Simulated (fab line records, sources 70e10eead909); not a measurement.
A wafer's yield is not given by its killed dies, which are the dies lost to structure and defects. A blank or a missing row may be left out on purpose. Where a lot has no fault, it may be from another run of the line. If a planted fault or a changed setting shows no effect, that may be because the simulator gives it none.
One fault seen from 2 desks | flow nand harc | each desk has only its own numbers; what lay behind them comes last

## TOOL OWNER'S DESK, rie diel-13
The tool's own readings at NHARC_P_M2_ETCH_28 (etches the open film in CF4/N2, target depth 30 nm, time 72.99 s): means of the sampled wafers that have a number, for each lot that ran on this tool. Marked OUT: a lot whose mean sits more than 4 standard deviations from the usual mean, which makes it out of limits; the brackets give that distance.
Columns: A = drypump motor current A at NHARC_P_M2_ETCH_28, usual 5.64 A; B = mfc ar sccm at NHARC_P_M2_ETCH_28, usual 150.0 sccm; C = oes product au at NHARC_P_M2_ETCH_28, usual 1.000 a.u.; D = rf vpp V at NHARC_P_M2_ETCH_28, usual 313.6 V; E = showerhead plenum p Torr at NHARC_P_M2_ETCH_28, usual 2.59 Torr; F = throttle valve pct at NHARC_P_M2_ETCH_28, usual 19.793 %
lot  | first seen here | A    | B     | C                | D     | E    | F
L835 | day 6 07:18     | 5.69 | 150.1 | 1.001            | 315.0 | 2.64 | 19.788
L839 | day 7 10:41     | 5.51 | 150.1 | 1.009            | 314.1 | 2.61 | 19.796
L840 | day 7 15:05     | 5.48 | 150.1 | 1.010            | 313.1 | 2.58 | 19.789
L841 | day 7 15:44     | 5.75 | 150.5 | 1.008            | 314.3 | 2.65 | 19.795
L842 | day 8 00:22     | 5.48 | 150.2 | 1.010            | 312.9 | 2.58 | 19.791
L843 | day 8 05:13     | 5.51 | 149.5 | 1.001            | 314.5 | 2.61 | 19.795
L846 | day 9 15:23     | 5.51 | 149.9 | 1.004            | 314.0 | 2.61 | 19.800
L848 | day 10 06:04    | 5.53 | 150.1 | 0.954 (-5.0) OUT | 314.5 | 2.61 | 19.791
L852 | day 10 09:38    | 5.47 | 149.8 | 0.907 (-10) OUT  | 313.9 | 2.60 | 19.797
Finding of this desk: L848, L852 out of limits; the first was L848 at day 10 06:04, on oes product au at NHARC_P_M2_ETCH_28. L835, L839, L840, L841, L842, L843, L846 stayed within limits.

## THE DEFECT DESK
What the inspections along the route counted, lot by lot: means of the sampled wafers that have a number. Marked OUT: a lot whose mean sits more than 4 standard deviations from the usual mean, which makes it out of limits; the brackets give that distance.
Columns: A = raw defect count at NHARC_P_M1_INSPECT_27, usual 303
lot  | first seen here | A
L835 | day 6 05:11     | 486
L839 | day 7 08:02     | 324
L840 | day 7 12:35     | 391
L841 | day 7 13:32     | 228
L842 | day 7 22:13     | 358
L843 | day 8 03:01     | 246
L844 | day 8 08:44     | 312
L849 | day 9 11:39     | 237
L846 | day 9 12:53     | 256
L848 | day 10 03:52    | 176
L852 | day 10 07:11    | 327
L858 | day 12 05:19    | 295
Finding of this desk: none of the 12 lots has anything out of limits.

## TAKEN TOGETHER
The tool owner's desk could have raised an alarm at day 10 06:04, on L848, L852.
The defect desk saw nothing out of limits.
The defect desk has L848, L852 on record, within its limits.
On rie diel-13, each named lot ran NHARC_P_M2_ETCH_28.

## WHAT THE SIMULATOR HAD INSERTED
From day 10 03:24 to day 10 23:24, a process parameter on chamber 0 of rie diel-13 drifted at NHARC_P_M2_ETCH_28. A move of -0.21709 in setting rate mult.
Struck lots among those shown: L848, L852.
How many hours passed from the start of the fault until each desk's first out-of-limits reading: the tool owner's desk, 3.
